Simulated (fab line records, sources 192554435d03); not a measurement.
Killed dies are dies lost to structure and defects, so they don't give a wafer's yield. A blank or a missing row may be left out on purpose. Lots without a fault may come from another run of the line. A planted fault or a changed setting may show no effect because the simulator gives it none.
Split-lot experiment | flow n5_finfet | 7 lots, 39 wafers read, on a route of 1938 steps

THE SPLIT
At N5_BEOL_M1_ETCH_64 (etches SOC in N2/H2, target depth 75 nm, overetch 15 nm, time 112.5 s), the setting time_s was moved away from the recipe's 112.5 s on 12 of the 39 wafers read, by -40.0% to +41.8%. The other wafers ran this setting at the recipe's value.

FROM THE SPLIT TO THE READING: what the file shows between them, 5 steps
- N5_BEOL_M1_STRIP_65: strips in N2/H2
- N5_BEOL_M1_STRIP_75: strips in N2/H2
- N5_BEOL_M1_STRIP_66: strips in CF4
- N5_BEOL_M1_HM_OPEN_17: chemistry Cl2/BCl3, target TiN, target depth 20 nm, overetch 6 nm
- N5_BEOL_M1_STRIP_19: strips in O2

THE READING
cd_nm, in nm, at N5_BEOL_M1_CD_MEAS_18 (pitch 36 nm, target cd 18 nm). Fault-free wafers of this fab line usually give 18.1 nm, standard deviation 0.32 nm.

wafer  | tool, chamber at the split | time_s as run, s | against the recipe | cd_nm, nm | against lot-mates on the recipe
L074.1 | rie_diel-01, 2,1,1         | 112.5            | recipe             | 18.0      | -
L074.2 | rie_diel-01, 2,1,1         | 112.5            | recipe             | 17.8      | -
L074.3 | rie_diel-01, 3             | 112.5            | recipe             | 17.4      | -
L074.4 | rie_diel-01, 3             | 112.5            | recipe             | 17.7      | -
L074.5 | rie_diel-01, 2             | 112.5            | recipe             | 18.3      | -
L074.6 | rie_diel-01, 2,1,1         | 112.5            | recipe             | 18.0      | -
L075.1 | rie_diel-06, 3             | 112.5            | recipe             | 17.8      | -
L075.2 | rie_diel-06, 1             | 112.5            | recipe             | 17.6      | -
L075.3 | rie_diel-06, 2             | 112.5            | recipe             | 17.9      | -
L075.4 | rie_diel-06, 0,1           | 141              | +25.3%             | 18.7      | +0.9
L075.5 | rie_diel-06, 0,1           | 141              | +25.3%             | 18.9      | +1.1
L075.6 | rie_diel-06, 0             | 141              | +25.3%             | 18.5      | +0.7
L081.3 | rie_diel-01, 2             | 112.5            | recipe             | 18.0      | -
L081.4 | rie_diel-01, 1             | 112.5            | recipe             | 18.2      | -
L081.5 | rie_diel-01, 0             | 112.5            | recipe             | 17.7      | -
L080.1 | rie_diel-03, 1             | 159.5            | +41.8%             | 19.2      | +1.1
L080.2 | rie_diel-03, 0             | 112.5            | recipe             | 18.1      | -
L080.3 | rie_diel-03, 2             | 159.5            | +41.8%             | 18.9      | +0.8
L080.4 | rie_diel-03, 0             | 112.5            | recipe             | 18.0      | -
L080.5 | rie_diel-03, 2             | 159.5            | +41.8%             | 19.7      | +1.6
L080.6 | rie_diel-03, 1             | 112.5            | recipe             | 18.2      | -
L082.1 | rie_diel-01, 1             | 67.55            | -40.0%             | 17.1      | -1.1
L082.2 | rie_diel-01, 2             | 67.55            | -40.0%             | 17.5      | -0.7
L082.3 | rie_diel-01, 0             | 67.55            | -40.0%             | 16.9      | -1.3
L082.4 | rie_diel-01, 2             | 112.5            | recipe             | 18.0      | -
L082.5 | rie_diel-01, 1             | 112.5            | recipe             | 18.5      | -
L082.6 | rie_diel-01, 0             | 112.5            | recipe             | 18.1      | -
L093.1 | rie_diel-01, 1             | 112.5            | recipe             | 18.5      | -
L093.2 | rie_diel-01, 0,1           | 112.5            | recipe             | 17.9      | -
L093.3 | rie_diel-01, 3             | 112.5            | recipe             | 18.2      | -
L093.4 | rie_diel-01, 2             | 112.5            | recipe             | 17.8      | -
L093.5 | rie_diel-01, 2             | 112.5            | recipe             | 17.9      | -
L093.6 | rie_diel-01, 0,1           | 112.5            | recipe             | 17.9      | -
L095.1 | rie_diel-06, 3             | 132.3            | +17.6%             | 19.1      | +0.8
L095.2 | rie_diel-06, 0             | 132.3            | +17.6%             | 18.9      | +0.6
L095.3 | rie_diel-06, 1             | 112.5            | recipe             | 17.9      | -
L095.4 | rie_diel-06, 3             | 112.5            | recipe             | 18.4      | -
L095.5 | rie_diel-06, 0             | 132.3            | +17.6%             | 18.9      | +0.6
L095.6 | rie_diel-06, 1             | 112.5            | recipe             | 18.5      | -
Where a row lists several chambers, the file gives one row for several wafers and doesn't say which wafer went through which chamber.

THE FIT
A straight line over all 39 wafers: cd_nm changes by +0.0274 nm for each +1% of time_s; r = +0.86; the points scatter about the line by 0.3 nm.
The same after taking each lot's own level away (the mean of its wafers on the recipe; 39 wafers): +0.029 nm for each +1%; r = +0.91; scatter 0.24 nm.
On that fit, the largest move of time_s shifts the reading by 1.2 nm.
The lots' own levels span 17.77 to 18.27 nm, that is 1.6 times the standard deviation above.
So the lot-to-lot level changes the slope little: the two slopes agree.
Check: with one of the wafers moved furthest among these (+41.8%) left out of the fit, the line predicts +1.27 nm for it against its lot-mates. It came out at +1.1 nm against them.

OTHER SPLITS ON THESE WAFERS
These wafers also went through other splits before the reading. Each is held against what the fit with the lots' levels taken away leaves over:
other split on the same wafers        | wafers away from the commonest value | r with cd_nm (lot level and that fit taken away)
N5_FIN_SAQP_ETCH_69 target_depth_a    | 12                                   | -0.07
N5_SD_EPI_N_EPI_21 epi_growth_time_s  | 6                                    | +0.02
N5_HKMG_FIN_DEVELOP_11 develop_time_s | 18                                   | -0.03
N5_MOL_CONTACT_COAG_DESCUM_45 time_s  | 15                                   | +0.07

THE WHOLE CHAIN: every reading that the file lists as answering this split, in the file's order
step                  | what it does                                                          | reading                                                                          | change (the file's fit)                                                             | r (the file's)
N5_BEOL_M1_ETCH_64    | etches SOC in N2/H2, target depth 75 nm, overetch 15 nm, time 112.5 s | SiARC_of_BEOL_M1_COAT_62.thk_nm (the simulator's own value, which no gauge read) | -0.0488 nm for each +1% of the setting                                              | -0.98
N5_BEOL_M1_ETCH_64    | etches SOC in N2/H2, target depth 75 nm, overetch 15 nm, time 112.5 s | BEOL_M1.cd_offset_nm (the simulator's own value, which no gauge read)            | +0.0249 nm for each +1% of the setting                                              | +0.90
N5_BEOL_M1_HM_OPEN_17 | chemistry Cl2/BCl3, target TiN, target depth 20 nm, overetch 6 nm     | etch.depth_nm (the simulator's own value, which no gauge read)                   | not straight: 19.87 at the lowest setting, 20.1 at the recipe, 15.65 at the highest | not given
N5_BEOL_M1_CD_MEAS_18 | pitch 36 nm, target cd 18 nm                                          | cd_nm                                                                            | +0.0285 nm for each +1% of the setting                                              | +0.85

THE FILE'S OWN FIT
cd_nm changes by +0.0285 nm for each +1% of time_s, r = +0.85.
